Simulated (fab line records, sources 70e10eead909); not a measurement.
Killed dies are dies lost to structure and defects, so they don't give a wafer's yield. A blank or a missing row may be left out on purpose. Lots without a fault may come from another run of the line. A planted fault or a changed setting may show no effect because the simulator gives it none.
Which tool did it? | flow nand_harc | 14 lots, 42 wafers sampled, at 4 steps of a route of 1159

WHAT THE GAUGES READ, wafer by wafer
NHARC_P_ZERO_WELL_CD_MEAS_11: target cd 500 nm. Usual: cd_nm 499.9 nm, standard deviation 2.9.
lot  | measured    | on        | cd_nm (nm)        | flag
L569 | day 1 13:07 | cd_sem-02 | 498.8 493.3 497.8 |
L570 | day 1 19:31 | cd_sem-01 | 498.4 499.4 500.0 |
L572 | day 2 07:14 | cd_sem-01 | 504.3 502.5 499.4 |
L574 | day 2 19:15 | cd_sem-01 | 498.7 495.8 501.0 |
L575 | day 3 01:07 | cd_sem-01 | 500.3 497.8 496.1 |
L576 | day 3 07:14 | cd_sem-01 | 505.8 502.7 502.4 |
L577 | day 3 13:16 | cd_sem-03 | 501.1 502.2 502.0 |
L578 | day 3 19:07 | cd_sem-02 | 499.8 494.8 500.7 |
L583 | day 5 01:14 | cd_sem-02 | 578.1 577.7 577.0 | OFF
L584 | day 5 07:07 | cd_sem-01 | 564.4 568.7 568.4 | OFF
L586 | day 5 19:12 | cd_sem-01 | 504.2 499.8 499.9 |
L587 | day 6 01:07 | cd_sem-01 | 498.5 495.9 498.0 |
L588 | day 6 07:14 | cd_sem-01 | 494.6 497.5 499.1 |
L592 | day 7 07:15 | cd_sem-02 | 494.7 498.6 501.7 |

NHARC_P_STI_CD_MEAS_09: target cd 200 nm. Usual: cd_nm 199 nm, standard deviation 3.4.
lot  | measured    | on        | cd_nm (nm)  | flag
L569 | day 2 14:20 | cd_sem-01 | 196 195 197 |
L570 | day 2 14:30 | cd_sem-03 | 200 203 198 |
L572 | day 3 05:24 | cd_sem-01 | 197 198 208 |
L574 | day 3 17:02 | cd_sem-03 | 196 201 198 |
L575 | day 3 22:42 | cd_sem-01 | 200 195 199 |
L576 | day 4 06:50 | cd_sem-03 | 204 201 201 |
L577 | day 4 14:50 | cd_sem-02 | 198 202 197 |
L578 | day 4 14:51 | cd_sem-01 | 200 196 196 |
L583 | day 6 00:15 | cd_sem-01 | 193 200 200 |
L584 | day 6 09:43 | cd_sem-01 | 202 198 201 |
L586 | day 6 17:11 | cd_sem-03 | 197 202 202 |
L587 | day 6 22:58 | cd_sem-03 | 198 207 204 |
L588 | day 7 04:55 | cd_sem-01 | 194 192 198 |
L592 | day 8 06:37 | cd_sem-03 | 202 202 199 |

WHICH TOOL RAN EACH LOT (tool, then ch and the chambers of the sampled wafers, then the start)
lot  | NHARC_P_ZERO_WELL_EXPOSE_08      | NHARC_P_ZERO_WELL_ETCH_63
L569 | krf_scanner-04 ch 0, day 1 12:58 | rie_si-01 ch 1,2,3, day 1 13:34
L570 | krf_scanner-04 ch 0, day 1 19:22 | rie_si-01 ch 0,1,3, day 1 19:59
L572 | krf_scanner-04 ch 0, day 2 07:05 | rie_si-04 ch 0,1,2, day 2 07:40
L574 | krf_scanner-01 ch 0, day 2 19:05 | rie_si-06 ch 0,1, day 2 19:41
L575 | krf_scanner-01 ch 0, day 3 00:58 | rie_si-01 ch 1,2,3, day 3 01:34
L576 | krf_scanner-04 ch 0, day 3 07:05 | rie_si-01 ch 0,1,3, day 3 07:40
L577 | krf_scanner-02 ch 0, day 3 13:06 | rie_si-04 ch 0,1,2, day 3 13:41
L578 | krf_scanner-02 ch 0, day 3 18:58 | rie_si-06 ch 2,3, day 3 19:32
L583 | krf_scanner-04 ch 0, day 5 01:05 | rie_si-06 ch 0,2,3, day 5 01:42
L584 | krf_scanner-04 ch 0, day 5 06:58 | rie_si-06 ch 1,2,3, day 5 07:32
L586 | krf_scanner-02 ch 0, day 5 19:03 | rie_si-06 ch 0,2,3, day 5 19:37
L587 | krf_scanner-02 ch 0, day 6 00:58 | rie_si-01 ch 0,1, day 6 01:32
L588 | krf_scanner-01 ch 0, day 6 07:05 | rie_si-06 ch 1,2,3, day 6 07:41
L592 | krf_scanner-02 ch 0, day 7 07:06 | rie_si-01 ch 0,2,3, day 7 07:40
- NHARC_P_ZERO_WELL_EXPOSE_08: exposes mask P ZERO, target cd 500 nm.
- NHARC_P_ZERO_WELL_ETCH_63: etches the open film in HBr/Cl2, target depth 120 nm, time 40.1 s.

WHAT THE TOOLS THEMSELVES READ (means of the sampled wafers that have a number; where no wafer has one, the mark that the record gives instead)
NHARC_P_ZERO_WELL_EXPOSE_08. Usual: exposure_dose_mJ_cm2 33.78, standard deviation 0.038.
lot  | tool           | exposure_dose_mJ_cm2 | flag
L569 | krf_scanner-04 | 33.81                |
L570 | krf_scanner-04 | 33.80                |
L572 | krf_scanner-04 | 33.82                |
L574 | krf_scanner-01 | 33.77                |
L575 | krf_scanner-01 | 33.83                |
L576 | krf_scanner-04 | 33.80                |
L577 | krf_scanner-02 | 33.76                |
L578 | krf_scanner-02 | 33.75                |
L583 | krf_scanner-04 | 51.47                | OFF
L584 | krf_scanner-04 | 48.08                | OFF
L586 | krf_scanner-02 | 33.74                |
L587 | krf_scanner-02 | 33.73                |
L588 | krf_scanner-01 | 33.78                |
L592 | krf_scanner-02 | 33.77                |

NHARC_P_ZERO_WELL_ETCH_63. Usual: bias_w 100.0 W, standard deviation 0.31; chamber_pressure_mTorr 15.000 mTorr, standard deviation 0.014; drypump_motor_current_A 5.7 A, standard deviation 0.43; oes_product_au 0.999 a.u., standard deviation 0.016; throttle_valve_pct 26.406 %, standard deviation 0.0094.
lot  | tool      | bias_w (W) | chamber_pressure_mTorr (mTorr) | drypump_motor_current_A (A) | oes_product_au (a.u.) | throttle_valve_pct (%) | flag
L569 | rie_si-01 | 100.1      | 14.996                         | 5.5                         | 1.007                 | 26.412                 |
L570 | rie_si-01 | 100.0      | 15.010                         | 5.6                         | 1.000                 | 26.416                 |
L572 | rie_si-04 | 100.0      | 15.001                         | 5.8                         | 0.995                 | 26.407                 |
L574 | rie_si-06 | 100.3      | 14.999                         | 6.0                         | 1.000                 | 26.404                 |
L575 | rie_si-01 | 100.1      | 15.009                         | 5.5                         | 0.991                 | 26.410                 |
L576 | rie_si-01 | 100.2      | 14.997                         | 5.6                         | 0.995                 | 26.398                 |
L577 | rie_si-04 | 100.0      | 14.999                         | 5.8                         | 0.984                 | 26.397                 |
L578 | rie_si-06 | 100.2      | 14.997                         | 5.5                         | 0.988                 | 26.410                 |
L583 | rie_si-06 | 100.0      | 14.998                         | 5.8                         | 0.993                 | 26.403                 |
L584 | rie_si-06 | 99.9       | 15.003                         | 5.7                         | 0.995                 | 26.406                 |
L586 | rie_si-06 | 100.2      | 15.001                         | 5.8                         | 0.996                 | 26.400                 |
L587 | rie_si-01 | 99.8       | 15.017                         | 5.6                         | 0.994                 | 26.410                 |
L588 | rie_si-06 | 99.6       | 15.006                         | 5.7                         | 1.004                 | 26.409                 |
L592 | rie_si-01 | 100.0      | 15.000                         | 5.5                         | 1.004                 | 26.409                 |

THE ANSWER, worked out from the rows above alone
Rule: a lot is off if the mean of its wafers that have a number lies more than 3 standard deviations from the usual mean. A lot without any number at a reading at which 4 lots or more have one is off too. The other lots that the step has rows for count as sound. The gauges are gone through in route order, then the tools' own readings, and for those a lot's mean is taken as printed above. The first step at which some lot is off is used, and at that step the reading that is off furthest; a lot without a number counts as furthest.
Off: L583, L584, at NHARC_P_ZERO_WELL_CD_MEAS_11 (cd_nm).
A tool fits if, at a process step before that reading, it ran every lot that is off, and no sound lot after the first of them. The gauges at NHARC_P_ZERO_WELL_CD_MEAS_11 aren't tried: what is off there is off at NHARC_P_ZERO_WELL_EXPOSE_08 too, on other tools, and a gauge's error can't cause that. One fits: krf_scanner-04 at NHARC_P_ZERO_WELL_EXPOSE_08. Its last sound lot is L576 (day 3 07:05), its first lot that is off L583 (day 5 01:05): a fault that began between those two fits.
The tool's own readings at NHARC_P_ZERO_WELL_EXPOSE_08 bear it out: on the lots that are off they differ by more than 5 times the standard deviation of the sound lots' means. exposure_dose_mJ_cm2 reads 49.77 there against 33.78 on the sound lots.

WHAT THE SIMULATOR HAD PUT IN
Process parameter drift: krf_scanner-04, from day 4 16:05 on, at NHARC_P_ZERO_WELL_EXPOSE_08. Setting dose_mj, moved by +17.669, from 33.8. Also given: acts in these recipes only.
Lots struck among those shown: L583, L584. The rule above found the same.
